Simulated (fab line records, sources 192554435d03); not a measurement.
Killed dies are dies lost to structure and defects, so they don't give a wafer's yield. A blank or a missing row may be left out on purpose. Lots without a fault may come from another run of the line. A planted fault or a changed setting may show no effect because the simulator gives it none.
Split-lot experiment | flow n5_finfet | 7 lots, 21 wafers read, on a route of 1938 steps

THE SPLIT
At N5_BEOL_M9_TRENCH_ETCH_37 (etches SiCOH lowk in C4F6/O2, target depth 151.43 nm, time 49 s), the setting time_s was moved away from the recipe's 49 s on 8 of the 21 wafers read, by -21.9% to +12.2%. The other wafers ran this setting at the recipe's value.

FROM THE SPLIT TO THE READING: what the file shows between them, 2 steps
- N5_BEOL_M9_ETCH_41: etches SiCN in CH3F/O2, target depth 36.6 nm, time 70.1 s
- N5_BEOL_M9_STRIP_80: strips in N2/H2, time 10 s

THE READING
trench_depth_nm, in nm, at N5_BEOL_M9_OCD_MEAS_38. Fault-free wafers of this fab line usually give 151 nm, standard deviation 3.3 nm.

wafer  | tool, chamber at the split | time_s as run, s | against the recipe | trench_depth_nm, nm | against lot-mates on the recipe
L076.3 | rie_diel-03, 1             | 45.82            | -6.5%              | 145                 | -8
L076.4 | rie_diel-03, 2             | 45.82            | -6.5%              | 144                 | -9
L076.5 | rie_diel-03, 2             | 49               | recipe             | 153                 | -
L079.1 | rie_diel-02, 2             | 41.69            | -14.9%             | 125                 | -23
L079.3 | rie_diel-02, 3             | 49               | recipe             | 148                 | -
L079.5 | rie_diel-02, 3             | 41.69            | -14.9%             | 126                 | -22
L084.1 | rie_diel-03, 3             | 49               | recipe             | 150                 | -
L084.2 | rie_diel-03, 2             | 49               | recipe             | 153                 | -
L084.4 | rie_diel-03, 1             | 49               | recipe             | 158                 | -
L086.2 | rie_diel-05, 3             | 54.97            | +12.2%             | 167                 | +20
L086.3 | rie_diel-05, 2             | 49               | recipe             | 149                 | -
L086.6 | rie_diel-05, 0             | 49               | recipe             | 146                 | -
L085.2 | rie_diel-03, 3             | 49               | recipe             | 148                 | -
L085.3 | rie_diel-03, 1             | 49               | recipe             | 158                 | -
L085.4 | rie_diel-03, 0             | 49               | recipe             | 154                 | -
L089.1 | rie_diel-02, 1             | 49               | recipe             | 151                 | -
L089.3 | rie_diel-02, 0             | 49               | recipe             | 153                 | -
L089.5 | rie_diel-02, 0             | 42.16            | -14.0%             | 132                 | -20
L092.1 | rie_diel-05, 3             | 49               | recipe             | 147                 | -
L092.3 | rie_diel-05, 0             | 38.29            | -21.9%             | 114                 | -33
L092.4 | rie_diel-05, 1             | 38.29            | -21.9%             | 121                 | -26

THE FIT
A straight line over all 21 wafers: trench_depth_nm changes by +1.53 nm for each +1% of time_s; r = +0.96; the points scatter about the line by 3.7 nm.
The same after taking each lot's own level away (the mean of its wafers on the recipe; 21 wafers): +1.43 nm for each +1%; r = +0.98; scatter 2.6 nm.
On that fit, the largest move of time_s shifts the reading by 31 nm.
The lots' own levels span 147.0 to 153.7 nm, that is 2.0 times the standard deviation above.
So the lot-to-lot level changes the slope little: the two slopes agree.
Check: with one of the wafers moved furthest among these (-21.9%) left out of the fit, the line predicts -30.2 nm for it against its lot-mates. It came out at -33 nm against them.

OTHER SPLITS ON THESE WAFERS
These wafers also went through other splits before the reading. Each is held against what the fit with the lots' levels taken away leaves over:
other split on the same wafers    | wafers away from the commonest value | r with trench_depth_nm (lot level and that fit taken away)
N5_BEOL_M6_ETCH_66 bias_w         | 8                                    | +0.13
N5_BEOL_M7_ETCH_66 bias_w         | 9                                    | -0.28
N5_BEOL_M7_ETCH_41 source_w       | 5                                    | +0.01
N5_BEOL_M8_HM_DEP_02 target_thk_a | 9                                    | +0.37
N5_BEOL_M8_EXPOSE_08 dose_mj      | 8                                    | +0.19
N5_BEOL_M9_EXPOSE_25 dose_mj      | 9                                    | -0.02

THE WHOLE CHAIN: every reading that the file lists as answering this split, in the file's order
step                      | what it does                                                    | reading                                                                   | change (the file's fit)              | r (the file's)
N5_BEOL_M9_TRENCH_ETCH_37 | etches SiCOH lowk in C4F6/O2, target depth 151.43 nm, time 49 s | etch.depth_nm (the simulator's own value, which no gauge read)            | +1.43 nm for each +1% of the setting | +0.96
N5_BEOL_M9_TRENCH_ETCH_37 | etches SiCOH lowk in C4F6/O2, target depth 151.43 nm, time 49 s | BEOL_M9.feature_depth_nm (the simulator's own value, which no gauge read) | +1.44 nm for each +1% of the setting | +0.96
N5_BEOL_M9_OCD_MEAS_38    |                                                                 | trench_depth_nm                                                           | +1.42 nm for each +1% of the setting | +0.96

THE FILE'S OWN FIT
trench_depth_nm changes by +1.42 nm for each +1% of time_s, r = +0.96.
